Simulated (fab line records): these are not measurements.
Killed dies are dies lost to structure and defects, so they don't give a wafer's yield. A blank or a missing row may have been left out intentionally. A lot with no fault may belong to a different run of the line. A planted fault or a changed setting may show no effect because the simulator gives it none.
2 desks, one fault / flow nand-harc / numbers are kept per desk, each desk with only its own; the story behind them comes last

## METROLOGY DESK
Means of the sampled wafers that have a number, per lot and without regard to the tool the lot ran on: this is what the gauges read. If a lot's mean is further than 4 standard deviations from the usual mean, the lot is out of limits and carries the mark OUT (the distance appears in the brackets).
Columns: A = thk-nm at NHARC_A_ONON_D2_THK_MEAS_08, usual 999 nm; B = thk-nm at NHARC_A_ONON_D2_THK_MEAS_11, usual 1002 nm
lot=L104; first seen here=day 12 20:38; A=996; B=993
lot=L105; first seen here=day 13 11:33; A=986; B=1008
lot=L106; first seen here=day 14 08:44; A=981; B=1010
lot=L108; first seen here=day 15 03:22; A=1009; B=1009
lot=L111; first seen here=day 16 02:16; A=1011; B=997
lot=L112; first seen here=day 16 16:31; A=1007; B=992
lot=L114; first seen here=day 16 20:19; A=1005; B=1013
lot=L117; first seen here=day 18 12:20; A=997; B=1020
lot=L118; first seen here=day 18 12:31; A=1000; B=1004
lot=L122; first seen here=day 20 07:52; A=1004; B=999
lot=L123; first seen here=day 21 06:35; A=1006; B=1012
lot=L125; first seen here=day 21 13:25; A=1001; B=1016
lot=L126; first seen here=day 22 04:05; A=988; B=987
This desk found nothing out of limits on any of the 13 lots.

## DESK OF THE TOOL OWNER: pecvd-04
The tool's own readings at NHARC_A_DECK1_JOINT_DEP_16 (deposits SiO2, target thk 45 nm): means of the sampled wafers that have a number, for each lot that ran on this tool. If a lot's mean is further than 4 standard deviations from the usual mean, the lot is out of limits and carries the mark OUT (the distance appears in the brackets).
Columns: A = heater-power-outer-w at NHARC_A_DECK1_JOINT_DEP_16, usual 297 W; B = heater-power-w at NHARC_A_DECK1_JOINT_DEP_16, usual 534 W; C = rf-fwd-power-W at NHARC_A_DECK1_JOINT_DEP_16, usual 896 W; D = throttle-valve-pct at NHARC_A_DECK1_JOINT_DEP_16, usual 16.3 %
lot=L108; first seen here=day 15 01:22; A=393; B=674; C=895; D=16.4
lot=L112; first seen here=day 16 14:33; A=332; B=592; C=893; D=16.3
lot=L117; first seen here=day 18 10:21; A=328; B=573; C=1003 (+36) OUT; D=16.4
lot=L118; first seen here=day 18 10:32; A=297; B=537; C=1002 (+35) OUT; D=16.5
Finding of this desk: L117, L118 out of limits; the first was L117 at day 18 10:21, on rf-fwd-power-W at NHARC_A_DECK1_JOINT_DEP_16. L108, L112 stayed within limits.

## TAKEN TOGETHER
The tool owner's desk could have raised an alarm at day 18 10:21, on L117, L118.
At the metrology desk, nothing out of limits was observed.
The metrology desk has L117, L118 on record, within its limits.
The lots listed all ran NHARC_A_DECK1_JOINT_DEP_16 on pecvd-04.

## WHAT HAD BEEN PUT IN BY THE SIMULATOR
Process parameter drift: pecvd-04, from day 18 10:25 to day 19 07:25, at NHARC_A_DECK1_JOINT_DEP_16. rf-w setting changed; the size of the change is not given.
Lots struck among those shown: L117, L118.
